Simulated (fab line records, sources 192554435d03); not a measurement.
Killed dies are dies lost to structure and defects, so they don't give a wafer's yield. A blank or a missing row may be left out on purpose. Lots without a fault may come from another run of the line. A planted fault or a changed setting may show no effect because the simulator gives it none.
fab line records | flow n5_finfet
record lots=5 wafers=15 last_day=18
route steps=1938 shown WELL_APT@21 PMOS_HMC_CHANNEL_EPI@57 BEOL_M4@1111 PASSIVATION@1936
lots that met no fault: from a run of the same line without faults
start_h: hours from the record's first day to the start of the lot's first wafer shown | wait_h: hours since the lot's step before | " the same as in the row above | L1.1+2: a row that stands for several wafers | - no value, or no start given | * or withheld: withheld | < > ~ a bound
route shown NAME@n: a module of which the file shows steps, and the number in the route of the first | usual: mean/standard deviation of fault-free wafers | same: alike in all rows | chamber/n: place in a boat | sites: the reading at each site | _std_site: their standard deviation | _edge_site: outer sites' mean less inner sites' | radius_mm: how far each site lies from the wafer's centre | mask NAME#n: copy n | behind: the tool/chamber that last shaped the wafer | hold: why the lot was held/for how many hours/how that ended | device: the transistor (n, p or np) that didn't switch | end of line: the same wafers' tests at the end of the route | a step without rows: its recipe alone | killed: dies lost to structure and defects at the first sort, not the wafer's yield | map: a wafer's dies, x killed, . not, _ none there
set.NAME: the setting as run; set.NAME@STEP: as run at that earlier step | model.NAME: the simulator's own value behind a step, which no gauge read
lots at some steps of the route; a table a step, a row a wafer
services: from which hour (start_h, from the record's first day; less than 0 if before it) a tool's chamber was out of use, for how many hours, and why
## steps
# step N5_WELL_APT_COAT_02
# recipe spin_rpm=1357 resist_thk_nm=950
# step N5_WELL_APT_EBR_04
# recipe solvent=PGMEA ebr_width_mm=1.5
# step N5_WELL_APT_SOFTBAKE_03
# recipe temp_c=130 time_s=60
# step N5_WELL_APT_EXPOSE_05
# recipe mask_id=NWELL na=0.8 source_shape=conventional sigma_outer=0.8 polarization=unpolarized defocus_nm=0 target_cd_nm=200 dose_mj=20.3
# step N5_WELL_APT_PEB_06
# recipe peb_temp_c=130 peb_time_s=90
# step N5_WELL_APT_DEVELOP_07
# recipe develop_time_s=45 rinse_liquid=surfactant_rinse dry=air_spin dev_temp_c=21
# step N5_WELL_APT_HARDBAKE_12
# recipe temp_c=130 time_s=120
# step N5_WELL_APT_DESCUM_13
# recipe chemistry=O2 time_s=7.9 source_power_w=50 bias_power_w=20 pressure_mtorr=20 rf_frequency_hz=2.712e+07 temp_c=40 o2_flow_sccm=225
# step N5_WELL_APT_IMPLANT_14
# recipe species=P energy_kev=160 dose_cm2=1.5e+13 tilt_deg=0 rotation_deg=0
# step N5_WELL_APT_IMPLANT_15
# recipe species=As energy_kev=25 dose_cm2=1.5e+13 tilt_deg=0 rotation_deg=0
# usual dose_ions_cm2=1.4999e+13/1.5e+10 faraday_current_uA=190/3.6
# columns lot.wafer tool chamber start_h wait_h dose_ions_cm2 faraday_current_uA
L298.2 implanter-01 0 32.10 0.1 1.4978e+13 193
L298.4 " 0 " " 1.4984e+13 188
L298.6 " 0 " " 1.4971e+13 191
L304.2 implanter-01 0 68.14 0.1 1.7403e+13 219
L304.3 " 0 " " 1.737e+13 221
L304.4 " 0 " " 1.7407e+13 226
L306.3 implanter-01 0 80.11 0.1 1.7354e+13 218
L306.4 " 0 " " 1.7376e+13 225
L306.5 " 0 " " 1.7376e+13 220
L307.1 implanter-01 0 86.09 0.1 1.7367e+13 218
L307.2 " 0 " " 1.7363e+13 227
L307.6 " 0 " " 1.7366e+13 219
L317.2 implanter-02 0 146.09 0.1 1.5007e+13 186
L317.4 " 0 " " 1.5008e+13 191
L317.6 " 0 " " 1.4994e+13 191
# step N5_WELL_APT_STRIP_16
# recipe chemistry=SPM time_s=900 temp_c=130 h2so4_h2o2_vol_ratio=4 dry=ipa_marangoni
# step N5_WELL_APT_HMDS_18
# recipe time_s=60 temp_c=120
# step N5_WELL_APT_COAT_19
# recipe spin_rpm=1357 resist_thk_nm=950
# step N5_WELL_APT_EBR_21
# recipe solvent=PGMEA ebr_width_mm=1.5
# step N5_WELL_APT_SOFTBAKE_20
# recipe temp_c=130 time_s=60
# step N5_WELL_APT_EXPOSE_22
# recipe mask_id=PWELL na=0.8 source_shape=conventional sigma_outer=0.8 polarization=unpolarized defocus_nm=0 target_cd_nm=200 dose_mj=23.2
# step N5_WELL_APT_PEB_23
# recipe peb_temp_c=130 peb_time_s=90
# step N5_WELL_APT_DEVELOP_24
# recipe develop_time_s=45 rinse_liquid=surfactant_rinse dry=air_spin dev_temp_c=21
# step N5_WELL_APT_HARDBAKE_29
# recipe temp_c=130 time_s=120
# step N5_WELL_APT_DESCUM_30
# recipe chemistry=O2 time_s=7.9 source_power_w=50 bias_power_w=20 pressure_mtorr=20 rf_frequency_hz=2.712e+07 temp_c=40 o2_flow_sccm=225
# step N5_WELL_APT_IMPLANT_31
# recipe species=B energy_kev=60 dose_cm2=1.5e+13 tilt_deg=0 rotation_deg=0
# step N5_WELL_APT_IMPLANT_32
# recipe species=BF2 energy_kev=50 dose_cm2=2e+13 tilt_deg=0 rotation_deg=0
# step N5_WELL_APT_STRIP_33
# recipe chemistry=SPM time_s=900 temp_c=130 h2so4_h2o2_vol_ratio=4 dry=ipa_marangoni
# step N5_WELL_APT_RTA_34
# recipe temp_c=1000 time_s=10 ambient=N2 idle_temp_c=600 ramp_up_c_per_s=150 ramp_down_c_per_s=60 cool_to_c=600
# step N5_WELL_APT_OXIDE_STRIP_42
# recipe chemistry=dHF dilution=25:1 time_s=45 temp_c=25 target=SiO2 target_depth_a=120
# step N5_WELL_APT_PRECLEAN_36
# recipe chemistry=O3/DIW time_s=45 temp_c=22 o3_ppm=10
# step N5_WELL_APT_PRECLEAN_39
# recipe chemistry=dHF time_s=60 dilution=150:1 temp_c=25
# step N5_WELL_APT_SRD_37
# recipe dry=ipa_marangoni do_ppb=5 time_s=30 temp_c=23 rinse_liquid=diw
# step N5_WELL_APT_EPI_41
# recipe material=Si target_thk_a=500 temp_c=650 precursor=SiH4/H2 pressure_torr=20 time_s=297.7
# step N5_PMOS_HMC_CHANNEL_EPI_HM_DEP_34
# recipe material=SiO2 target_thk_a=360 temp_c=400 precursor=TEOS/O2 pressure_torr=6.5 rf_w=900 teos_flow_sccm=161.4 gas=O2 flow_sccm=2650 time_s=6.9
# step N5_PMOS_HMC_CHANNEL_EPI_COAT_31
# recipe resist=BARC temp_c=205 time_s=60 spin_rpm=1500 resist_thk_nm=66
# step N5_PMOS_HMC_CHANNEL_EPI_COAT_03
# recipe resist=CAR-ArF-block spin_rpm=1500 resist_thk_nm=205
# step N5_PMOS_HMC_CHANNEL_EPI_EBR_05
# recipe solvent=PGMEA ebr_width_mm=1.5
# step N5_PMOS_HMC_CHANNEL_EPI_SOFTBAKE_04
# recipe temp_c=110 time_s=60 resist=CAR-ArF-block
# step N5_PMOS_HMC_CHANNEL_EPI_EXPOSE_06
# recipe mask_id=PMOS_HMC_BLK na=1.35 source_shape=conventional sigma_outer=0.8 polarization=unpolarized target_cd_nm=240 dose_mj=41
# step N5_BEOL_M4_RC_MEAS_101
# usual CJ_P=5.85/0.19 DIBL_N=36.7/1.8 DIBL_P=37.0/2.4 IOFF_N=0.17/0.036 IOFF_P=0.22/0.042 ION_N=673/12 ION_P=462/8.5 SS_N=71.7/0.62 SS_P=73.4/0.65 VT_N=250/3.7 VT_P=-250/3.7
# columns lot.wafer tool chamber start_h wait_h CJ_P DIBL_N[mV/V] DIBL_P[mV/V] IOFF_N[nA/um] IOFF_P[nA/um] ION_N[uA/um] ION_P[uA/um] SS_N[mV/dec] SS_P[mV/dec] VT_N[mV] VT_P[mV]
L298.2 prober-02 0 212.04 0.2 5.91 38.0 37.8 0.19 0.25 668 468 72.2 73.8 247 -246
L298.4 " 0 " " 5.91 37.3 37.7 0.17 0.25 691 476 72.1 73.3 248 -247
L298.6 " 0 " " 6.06 37.4 36.1 0.16 0.22 666 460 71.7 72.8 252 -249
L306.3 prober-02 0 237.34 0.3 6.39 38.8 38.6 0.19 0.24 697 469 71.6 74.8 248 -252
L306.4 " 0 " " 6.55 35.0 34.9 0.14 0.19 672 459 71.7 72.9 251 -255
L306.5 " 0 " " 6.43 37.7 38.3 0.19 0.25 701 479 72.2 74.6 247 -247
L304.2 prober-01 0 237.86 0.2 6.48 38.3 38.6 0.21 0.30 680 474 72.5 73.0 247 -243
L304.3 " 0 " " 6.09 34.6 34.8 0.15 0.23 677 479 71.1 72.4 247 -242
L304.4 " 0 " " 6.50 36.7 37.2 0.18 0.27 677 472 71.8 73.0 248 -246
L307.1 prober-01 0 262.40 0.0 6.60 38.3 39.3 0.21 0.27 671 463 72.5 73.7 245 -247
L307.2 " 0 " " 6.36 37.7 39.4 0.19 0.25 681 467 71.6 73.9 248 -248
L307.6 " 0 " " 6.48 36.8 39.1 0.18 0.26 682 473 71.7 73.3 245 -247
L317.2 prober-02 0 330.89 0.2 6.01 34.9 35.7 0.13 0.21 667 469 71.4 72.5 251 -250
L317.4 " 0 " " 5.55 36.9 37.2 0.17 0.22 665 455 72.2 73.6 252 -251
L317.6 " 0 " " 5.83 37.0 38.2 0.18 0.25 678 473 72.4 72.9 250 -250
# step N5_PASSIVATION_PROBE_49
# usual defect_limited_yield=91.1/1.4 killed_at_M0_to_M3=32/9.3 killed_at_M4_up=13/5.8 killed_at_contacts=12/6.3 killed_at_front_end=44/12 killed_at_other=3.6/2.7 killed_dies=104/17 killed_open=69/13 killed_short=34/6.9 sort_bin_5_function=5.2/0.98 sort_bin_6_memory=3.3/0.59 sort_n_pass=1075/17 sort_yield_pct=91.1/1.4
# same gross_dies=1180 killed_at_back_side=0 sort_bin_4_leakage[%]=0 sort_bin_8_speed[%]=0
# columns lot.wafer tool chamber start_h wait_h defect_limited_yield[%] killed_at_M0_to_M3 killed_at_M4_up killed_at_contacts killed_at_front_end killed_at_other killed_dies killed_open killed_short sort_bin_5_function[%] sort_bin_6_memory[%] sort_n_pass sort_yield_pct[%]
L307.1 prober-02 - 360.80 0.0 93.4 15 17 17 29 0 78 55 23 4.3 2.1 1102 93.4
L307.2 prober-02 - 360.85 0.1 90.8 43 12 19 32 2 108 65 35 5.0 3.6 1072 90.8
L307.6 prober-02 - 361.05 0.3 92.8 40 8 7 28 2 85 52 32 4.0 3.0 1095 92.8
L317.2 prober-02 - 429.67 0.1 89.5 48 19 10 39 8 124 74 48 6.9 3.2 1056 89.5
L317.4 prober-02 - 429.77 0.2 90.5 22 13 17 53 7 112 73 36 5.8 3.3 1068 90.5
L317.6 prober-02 - 429.87 0.3 91.4 26 11 9 53 3 102 63 30 3.9 3.8 1078 91.4
# killed by level:class
L307.1 MOL_CONTACT_COAG:geometric_particle:open=13 BEOL_M4:geometric_particle:open=9 FIN_SAQP:geometric_particle:open=6 BEOL_M1:geometric_particle:open=5 FIN_SAQP:geometric_particle:short=4 STI_FIN_REVEAL:geometric_particle:open=4 DUMMY_GATE:geometric_particle:open=4 MOL_CONTACT_COAG:geometric_particle:short=4
L307.2 MOL_CONTACT_COAG:geometric_particle:open=13 BEOL_M0_SAQP:geometric_particle:open=9 BEOL_M0_SAQP:geometric_particle:short=8 BEOL_M4:geometric_particle:open=7 BEOL_M2:geometric_particle:open=7 BEOL_M3:geometric_particle:open=7 HKMG_FIN:area_etch=6 STI_FIN_REVEAL:geometric_particle:open=5
L307.6 BEOL_M2:geometric_particle:open=12 BEOL_M0_SAQP:geometric_particle:open=9 BEOL_M0_SAQP:geometric_particle:short=8 FIN_SAQP:geometric_particle:open=6 FIN_SAQP:geometric_particle:short=5 MOL_CONTACT_COAG:geometric_particle:open=5 BEOL_M4:geometric_particle:open=5 STARTING-WAFER:geometric_particle:open=4
L317.2 BEOL_M0_SAQP:geometric_particle:open=11 BEOL_M0_SAQP:geometric_particle:short=10 MOL_CONTACT_COAG:geometric_particle:open=9 BEOL_M2:geometric_particle:short=8 FIN_SAQP:geometric_particle:short=6 DUMMY_GATE:geometric_particle:open=6 STI_FIN_REVEAL:geometric_particle:open=6 BEOL_M1:geometric_particle:open=6
L317.4 MOL_CONTACT_COAG:geometric_particle:open=15 FIN_SAQP:geometric_particle:short=11 FIN_SAQP:geometric_particle:open=8 GATE_CUT:geometric_particle:short=6 BEOL_M0_SAQP:geometric_particle:open=6 STI_FIN_REVEAL:geometric_particle:open=5 DUMMY_GATE:geometric_particle:open=5 BEOL_M0_SAQP:geometric_particle:short=5
L317.6 FIN_SAQP:geometric_particle:open=16 FIN_SAQP:geometric_particle:short=10 STI_FIN_REVEAL:geometric_particle:open=7 BEOL_M0_SAQP:geometric_particle:open=7 HKMG_FIN:area_etch=7 MOL_CONTACT_COAG:geometric_particle:open=6 BEOL_M2:geometric_particle:open=6 BEOL_M3:geometric_particle:open=4
## services
# columns tool chamber start_h hours kind
implanter-02 - 52.00 4.2 repair
implanter-01 - 57.90 0.6 repair
implanter-01 - 102.77 2.9 repair
implanter-01 - 130.37 3.2 pm
## key
first_sign step=N5_WELL_APT_IMPLANT_15 reading=dose_ions_cm2 direction=up sigmas=99+ usual=1.4999e+13 struck=1.7376e+13
effect step=N5_WELL_APT_IMPLANT_15 reading=faraday_current_uA direction=up sigmas=8.6 usual=190 struck=221
effect step=N5_BEOL_M4_RC_MEAS_101 reading=CJ_P direction=up sigmas=3.1 usual=5.85 struck=6.43
met_at N5_WELL_APT_IMPLANT_15
struck_wafers L304.2,L304.3,L304.4,L306.3,L306.4,L306.5,L307.1,L307.2,L307.6
onset_between 32.10 68.14
fault kind=process_parameter_drift tool=implanter-01 chamber=- onset_h=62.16 steps=N5_WELL_APT_IMPLANT_15 channel=dose_cm2 offset=2.3727e+12 shape=step end_h=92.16 acts_in=these_recipes_only stated=1.5e+13
